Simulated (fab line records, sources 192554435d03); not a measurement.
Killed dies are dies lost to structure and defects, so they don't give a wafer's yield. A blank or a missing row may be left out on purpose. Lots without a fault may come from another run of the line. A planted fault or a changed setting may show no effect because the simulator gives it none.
Split-lot experiment | flow n5_finfet | 7 lots, 39 wafers read, on a route of 1938 steps

THE SPLIT
At N5_MOL_CONTACT_COAG_ALD_133 (deposits SiO2, target thk 5 nm, pulse time 1 s, co reactant pulse time 1 s), the setting ald_cycles was moved away from the recipe's 35 on 9 of the 39 wafers read, by -17.1% to +17.1%. The other wafers ran this setting at the recipe's value.

The reading is taken at the split's own step.

THE READING
SiO2_of_MOL_CONTACT_COAG_ALD_133.thk_nm (the simulator's own value, which no gauge read), in nm, at N5_MOL_CONTACT_COAG_ALD_133 (deposits SiO2, target thk 5 nm, pulse time 1 s, co reactant pulse time 1 s). The file gives no usual value for it.

wafer  | tool, chamber at the split | ald_cycles as run | against the recipe | SiO2_of_MOL_CONTACT_COAG_ALD_133.thk_nm, nm | against lot-mates on the recipe
L080.1 | ald_sin-01, 0,3,1          | 35                | recipe             | 5                                           | -
L080.3 | ald_sin-01, 0,3,1          | 35                | recipe             | 5                                           | -
L080.6 | ald_sin-01, 0,3,1          | 35                | recipe             | 5                                           | -
L080.2 | ald_sin-01, 2,1,2          | 41                | +17.1%             | 5.8                                         | +0.8
L080.4 | ald_sin-01, 2,1,2          | 41                | +17.1%             | 5.8                                         | +0.8
L080.5 | ald_sin-01, 2,1,2          | 41                | +17.1%             | 5.8                                         | +0.8
L081.1 | ald_sin-04, 1,2,0,3,2,1    | 35                | recipe             | 5                                           | -
L081.2 | ald_sin-04, 1,2,0,3,2,1    | 35                | recipe             | 5                                           | -
L081.3 | ald_sin-04, 1,2,0,3,2,1    | 35                | recipe             | 5                                           | -
L081.4 | ald_sin-04, 1,2,0,3,2,1    | 35                | recipe             | 5                                           | -
L081.5 | ald_sin-04, 1,2,0,3,2,1    | 35                | recipe             | 5                                           | -
L081.6 | ald_sin-04, 1,2,0,3,2,1    | 35                | recipe             | 5                                           | -
L083.1 | ald_sin-02, 2,1,0,3,1,0    | 35                | recipe             | 5                                           | -
L083.2 | ald_sin-02, 2,1,0,3,1,0    | 35                | recipe             | 5                                           | -
L083.3 | ald_sin-02, 2,1,0,3,1,0    | 35                | recipe             | 5                                           | -
L083.4 | ald_sin-02, 2,1,0,3,1,0    | 35                | recipe             | 5                                           | -
L083.5 | ald_sin-02, 2,1,0,3,1,0    | 35                | recipe             | 5                                           | -
L083.6 | ald_sin-02, 2,1,0,3,1,0    | 35                | recipe             | 5                                           | -
L085.1 | ald_sin-02, 1,3,0,2,2,1    | 35                | recipe             | 5                                           | -
L085.2 | ald_sin-02, 1,3,0,2,2,1    | 35                | recipe             | 5                                           | -
L085.3 | ald_sin-02, 1,3,0,2,2,1    | 35                | recipe             | 5                                           | -
L085.4 | ald_sin-02, 1,3,0,2,2,1    | 35                | recipe             | 5                                           | -
L085.5 | ald_sin-02, 1,3,0,2,2,1    | 35                | recipe             | 5                                           | -
L085.6 | ald_sin-02, 1,3,0,2,2,1    | 35                | recipe             | 5                                           | -
L088.1 | ald_sin-04, 0,1,1          | 35                | recipe             | 5                                           | -
L088.4 | ald_sin-04, 0,1,1          | 35                | recipe             | 5                                           | -
L088.5 | ald_sin-04, 0,1,1          | 35                | recipe             | 5                                           | -
L089.1 | ald_sin-02, 1,3,0          | 35                | recipe             | 5                                           | -
L089.3 | ald_sin-02, 1,3,0          | 35                | recipe             | 5                                           | -
L089.4 | ald_sin-02, 1,3,0          | 35                | recipe             | 5                                           | -
L089.2 | ald_sin-02, 2,3,2          | 37                | +5.7%              | 5.2                                         | +0.2
L089.5 | ald_sin-02, 2,3,2          | 37                | +5.7%              | 5.2                                         | +0.2
L089.6 | ald_sin-02, 2,3,2          | 37                | +5.7%              | 5.2                                         | +0.2
L095.1 | ald_sin-01, 3,1,3          | 29                | -17.1%             | 4.2                                         | -0.8
L095.3 | ald_sin-01, 3,1,3          | 29                | -17.1%             | 4.2                                         | -0.8
L095.4 | ald_sin-01, 3,1,3          | 29                | -17.1%             | 4.2                                         | -0.8
L095.2 | ald_sin-01, 2,1,2          | 35                | recipe             | 5                                           | -
L095.5 | ald_sin-01, 2,1,2          | 35                | recipe             | 5                                           | -
L095.6 | ald_sin-01, 2,1,2          | 35                | recipe             | 5                                           | -
Where a row lists several chambers, the file gives one row for several wafers and doesn't say which wafer went through which chamber.

THE FIT
A straight line over all 39 wafers: SiO2_of_MOL_CONTACT_COAG_ALD_133.thk_nm changes by +0.0461 nm for each +1% of ald_cycles; r = +1.00; the points scatter about the line by 0.018 nm.
The same after taking each lot's own level away (the mean of its wafers on the recipe; 39 wafers): +0.0461 nm for each +1%; r = +1.00; scatter 0.018 nm.
On that fit, the largest move of ald_cycles shifts the reading by 0.79 nm.
The lots' own levels span 5.00 to 5.00 nm.
So the lot-to-lot level changes the slope little: the two slopes agree.
Check: with one of the wafers moved furthest among these (+17.1%) left out of the fit, the line predicts +0.782 nm for it against its lot-mates. It came out at +0.8 nm against them.

OTHER SPLITS ON THESE WAFERS
These wafers also went through other splits before the reading. Each is held against what the fit with the lots' levels taken away leaves over:
other split on the same wafers     | wafers away from the commonest value | r with SiO2_of_MOL_CONTACT_COAG_ALD_133.thk_nm (lot level and that fit taken away)
N5_FIN_SAQP_ETCH_65 time_s         | 15                                   | -0.44
N5_FIN_CUT_EXPOSE_05 dose_mj       | 9                                    | +0.03
N5_DUMMY_GATE_HM_DEP_06 time_s     | 33                                   | -0.06
N5_SD_EPI_N_ETCH_45 target_depth_a | 18                                   | -0.33
N5_HKMG_FIN_HK_ALD_01 ald_cycles   | 12                                   | +0.11

THE FILE'S OWN FIT
SiO2_of_MOL_CONTACT_COAG_ALD_133.thk_nm changes by +0.0461 nm for each +1% of ald_cycles, r = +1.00.
